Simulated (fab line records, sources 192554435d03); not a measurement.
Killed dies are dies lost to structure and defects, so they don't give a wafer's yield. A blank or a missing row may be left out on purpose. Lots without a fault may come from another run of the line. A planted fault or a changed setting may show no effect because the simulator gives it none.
Chamber matching | flow n5_finfet | N5_BEOL_M1_ETCH_64 on rie_diel-01: 4 sister chambers
The step etches SOC in N2/H2, target depth 75 nm, overetch 15 nm, time 112.5 s. 4 wafers are shown with their chamber, then 12 later ones without.

WAFERS WITH THEIR CHAMBER
wafer  | chamber | showerhead_plenum_p_Torr (Torr)
L083.6 | 1       | 2.55
L084.3 | 2       | 2.71
L084.5 | 0       | 2.46
L084.6 | 3       | 2.49

WAFERS WITHOUT THEIR CHAMBER
wafer  | showerhead_plenum_p_Torr (Torr)
L085.3 | 2.71
L085.4 | 2.49
L085.6 | 2.71
L086.2 | 2.71
L086.3 | 2.54
L086.6 | 2.54
L097.1 | 2.48
L097.2 | 2.70
L097.6 | 2.70
L096.1 | 2.48
L096.3 | 2.45
L096.6 | 2.48

WHICH CHAMBER EACH WENT THROUGH
wafer  | from the rows above     | in truth
L085.3 | 2                       | 2
L085.4 | 3                       | 3
L085.6 | 2                       | 2
L086.2 | 2                       | 2
L086.3 | 1                       | 1
L086.6 | 1                       | 1
L097.1 | can't be placed: 3 or 0 | 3
L097.2 | 2                       | 2
L097.6 | 2                       | 2
L096.1 | can't be placed: 3 or 0 | 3
L096.3 | 0                       | 0
L096.6 | can't be placed: 3 or 0 | 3
Placed correctly: 9 of 12. Can't be placed from these rows: 3 (the true chamber is among the candidates in 3). Placed wrongly: 0.
How it was worked out, from the rows above alone: a wafer's distance from a chamber is the root of the sum, over the readings, of the square of ((its reading less the chamber's mean) divided by the reading's scatter). The wafer belongs to the nearest chamber; if the next one is less than 2 further off, it can't be placed. A chamber's mean is the mean of its shown wafers. The scatter: with one shown wafer a chamber, the root of the mean of the squares of how far each hidden wafer lies from its nearest shown one.
